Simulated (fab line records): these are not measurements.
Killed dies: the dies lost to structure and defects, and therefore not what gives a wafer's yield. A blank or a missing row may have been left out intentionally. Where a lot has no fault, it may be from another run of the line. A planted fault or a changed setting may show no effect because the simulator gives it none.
Matching of chambers || flow nand-harc || NHARC_A_CHANNEL_FILL_D1_CMP_10 on cmp-01 has 4 sister chambers
The step polishes, target thk 150 nm. 4 wafers are shown with their chamber, then 12 later ones without.

## WAFERS PAIRED WITH THEIR CHAMBERS
{"wafer": "L090.1", "chamber": 1, "motor-current-A (A)": 11.6}
{"wafer": "L090.6", "chamber": 3, "motor-current-A (A)": 11.4}
{"wafer": "L091.4", "chamber": 2, "motor-current-A (A)": 13.4}
{"wafer": "L091.6", "chamber": 0, "motor-current-A (A)": 14.4}

## WAFERS WITHOUT THEIR CHAMBER
{"wafer": "L093.2", "motor-current-A (A)": 11.1}
{"wafer": "L093.3", "motor-current-A (A)": 12.3}
{"wafer": "L093.4", "motor-current-A (A)": 12.3}
{"wafer": "L094.1", "motor-current-A (A)": 13.8}
{"wafer": "L094.2", "motor-current-A (A)": 10.9}
{"wafer": "L094.3", "motor-current-A (A)": 11.4}
{"wafer": "L094.4", "motor-current-A (A)": 14.8}
{"wafer": "L094.5", "motor-current-A (A)": 10.4}
{"wafer": "L094.6", "motor-current-A (A)": 14.3}
{"wafer": "L095.2", "motor-current-A (A)": 12.2}
{"wafer": "L095.5", "motor-current-A (A)": 10.8}
{"wafer": "L095.6", "motor-current-A (A)": 13.6}

## CHAMBER TAKEN BY EACH
{"wafer": "L093.2", "from the rows above": "can't be placed: 3 or 1", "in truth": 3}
{"wafer": "L093.3", "from the rows above": "can't be placed: 1 or 3 or 2", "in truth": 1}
{"wafer": "L093.4", "from the rows above": "can't be placed: 1 or 3 or 2", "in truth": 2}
{"wafer": "L094.1", "from the rows above": "can't be placed: 2 or 0", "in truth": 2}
{"wafer": "L094.2", "from the rows above": "can't be placed: 3 or 1", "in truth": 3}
{"wafer": "L094.3", "from the rows above": "can't be placed: 3 or 1", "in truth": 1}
{"wafer": "L094.4", "from the rows above": "can't be placed: 0 or 2", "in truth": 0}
{"wafer": "L094.5", "from the rows above": "can't be placed: 3 or 1", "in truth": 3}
{"wafer": "L094.6", "from the rows above": "can't be placed: 0 or 2", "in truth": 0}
{"wafer": "L095.2", "from the rows above": "can't be placed: 1 or 3 or 2", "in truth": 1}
{"wafer": "L095.5", "from the rows above": "can't be placed: 3 or 1", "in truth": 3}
{"wafer": "L095.6", "from the rows above": "can't be placed: 2 or 0", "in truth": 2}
Correctly placed: 0 of 12. From these rows, 12 cannot be placed; in 12 the true chamber is one of the candidates. Wrongly placed: 0.
How it was worked out, from the rows above alone: a wafer's distance from a chamber is the root of the sum, over the readings, of the square of ((its reading less the chamber's mean) divided by the reading's scatter). If the next closest chamber is less than 2 further off than the closest, the wafer can't be placed; otherwise it belongs to the closest. A chamber's mean is the mean of its shown wafers. The scatter: with one shown wafer a chamber, the root of the mean of the squares of how far each hidden wafer lies from its nearest shown one.
